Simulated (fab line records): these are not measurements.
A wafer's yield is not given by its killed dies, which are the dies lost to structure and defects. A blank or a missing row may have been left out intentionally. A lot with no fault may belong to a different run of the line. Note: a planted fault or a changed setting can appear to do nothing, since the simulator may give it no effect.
A lot that was struck, set against a sound lot | flow nand-harc | 40 out of 1302 route steps
Sound: these wafers, L186.3, L186.4, L186.5. Struck: wafers L194.1, L194.4, L194.6. The cause is given at the end.
For every step that has rows: the tool of each side, followed by ch and its chambers, followed by its first start. Under that, the readings that differ: sound wafers | struck wafers | difference of the means | sigmas: that difference in standard deviations of wafers without a fault.
alike: readings with means less than 2 such deviations apart, plus words and numbers identical on both sides. not compared: withheld readings, readings lacking a value on some wafer, bounds such as >300 that could conceal the same value, and numbers that have no deviation in the record and whose values overlap.
Wherever a step has rows on one side only, a row that says differs or no value, or a row with sigmas, the two part there. Numbers that have no deviation but don't overlap get no sigmas and don't part them. Lack of a reading on every wafer of one side parts them only where that side has two or more wafers.

first, 8 steps without rows for these wafers: NHARC_A_STAIRCASE_HMDS_261 (time 30 s); NHARC_A_STAIRCASE_COAT_262; NHARC_A_STAIRCASE_SOFTBAKE_263 (time 170 s); NHARC_A_STAIRCASE_EBR_264; NHARC_A_STAIRCASE_EXPOSE_265 (exposes mask CHOP 200); NHARC_A_STAIRCASE_PEB_266 (peb time 130 s); NHARC_A_STAIRCASE_DEVELOP_267 (time 140 s); NHARC_A_STAIRCASE_HARDBAKE_269 (time 140 s).
NHARC_A_STAIRCASE_DESCUM_270: chemistry O2, time 3 s.
  sound on rie-diel-12 ch 1,2,3, day 20 20:23; struck on rie-diel-07 ch 1,2, day 23 20:47
  alike: drypump-motor-current-A, oes-product-au, rf-vpp-V, showerhead-plenum-p-Torr, throttle-valve-pct
  not compared: rf-hours-counter-h
then, 1 step without rows for these wafers: NHARC_A_STAIRCASE_ETCH_271 (etches the open film in CF4/CHF3).
NHARC_A_STAIRCASE_HM_OPEN_457: chemistry O2/COS.
  sound on rie-diel-12 ch 0,2; struck on rie-diel-07 ch 0,1,2
  alike: drypump-motor-current-A, oes-product-au, rf-fwd-power-W, rf-vpp-V, showerhead-plenum-p-Torr, throttle-valve-pct
  not compared: rf-hours-counter-h
NHARC_A_STAIRCASE_STRIP_458: strips in O2/COS.
  sound on rie-diel-12 ch 1,3, day 20 23:43; struck on rie-diel-07 ch 0,2,3, day 23 21:37
then, 18 steps without rows for these wafers: NHARC_A_STAIRCASE_ETCH_451 (etches the open film in CF4/O2, target depth 30 nm, overetch 3 nm, time 16.5 s); NHARC_A_STAIRCASE_ETCH_273 (etches the open film in C4F8/O2/Ar, target depth 10200 nm, time 2468.6 s); NHARC_A_STAIRCASE_STRIP_274 (strips in O2); NHARC_A_STAIRCASE_STRIP_275 (strips in SPM, time 900 s); NHARC_A_STAIRCASE_PRECLEAN_276 (cleans in SC1); NHARC_A_STAIRCASE_SRD_277; NHARC_A_STAIRCASE_HM_DEP_459 (deposits aC, target thk 1500 nm); NHARC_A_STAIRCASE_DEP_280 (deposits SiON, target thk 30 nm); NHARC_A_STAIRCASE_DEHYDRATE_281 (time 120 s); NHARC_A_STAIRCASE_HMDS_282 (time 30 s); NHARC_A_STAIRCASE_COAT_283; NHARC_A_STAIRCASE_SOFTBAKE_284 (time 170 s); NHARC_A_STAIRCASE_EBR_285; NHARC_A_STAIRCASE_EXPOSE_286 (exposes mask CHOP 100); NHARC_A_STAIRCASE_PEB_287 (peb time 130 s); NHARC_A_STAIRCASE_DEVELOP_288 (time 140 s); NHARC_A_STAIRCASE_HARDBAKE_290 (time 140 s); NHARC_A_STAIRCASE_DESCUM_291 (chemistry O2, time 3 s).
NHARC_A_STAIRCASE_ETCH_292: etches the open film in CF4/CHF3.
  sound on rie-diel-12 ch 0,1, day 21 05:23; struck on rie-diel-07 ch 0,1,3, day 24 04:30
  alike: drypump-motor-current-A, oes-product-au, rf-fwd-power-W, rf-vpp-V, showerhead-plenum-p-Torr, throttle-valve-pct
  not compared: rf-hours-counter-h
then, 3 steps without rows for these wafers: NHARC_A_STAIRCASE_HM_OPEN_460 (chemistry O2/COS); NHARC_A_STAIRCASE_STRIP_461 (strips in O2/COS); NHARC_A_STAIRCASE_ETCH_452 (etches the open film in CF4/O2, target depth 30 nm, overetch 3 nm, time 16.5 s).
NHARC_A_STAIRCASE_ETCH_294: etches the open film in C4F8/O2/Ar, target depth 4989 nm, time 1211.6 s.
  sound on rie-diel-12 ch 1,2; struck on rie-diel-07 ch 1,3
  alike: oes-product-au, rf-fwd-power-W, rf-vpp-V
  not compared: rf-hours-counter-h
NHARC_A_STAIRCASE_STRIP_295: strips in O2.
  sound on rie-diel-12 ch 1,2,3; struck on rie-diel-07 ch 0,2
  alike: drypump-motor-current-A, oes-product-au, rf-vpp-V, showerhead-plenum-p-Torr, throttle-valve-pct
  not compared: rf-hours-counter-h
then, 3 steps without rows for these wafers: NHARC_A_STAIRCASE_STRIP_296 (strips in SPM, time 900 s); NHARC_A_STAIRCASE_PRECLEAN_297 (cleans in SC1); NHARC_A_STAIRCASE_SRD_298.
-- jump in the record: it breaks off in module A_STAIRCASE and resumes in module END (first step shown: number 1302 of the route), and 8 days separate the struck wafers' starts before and after --
NHARC_END_SORT_01:
  at this point the record logs the struck wafers (prober-01 ch 0, day 31 18:25) and has no rows for the sound ones

== WHERE THEY PART ==
NHARC_END_SORT_01 only, going by this record.

WHY: the cause the simulator had injected
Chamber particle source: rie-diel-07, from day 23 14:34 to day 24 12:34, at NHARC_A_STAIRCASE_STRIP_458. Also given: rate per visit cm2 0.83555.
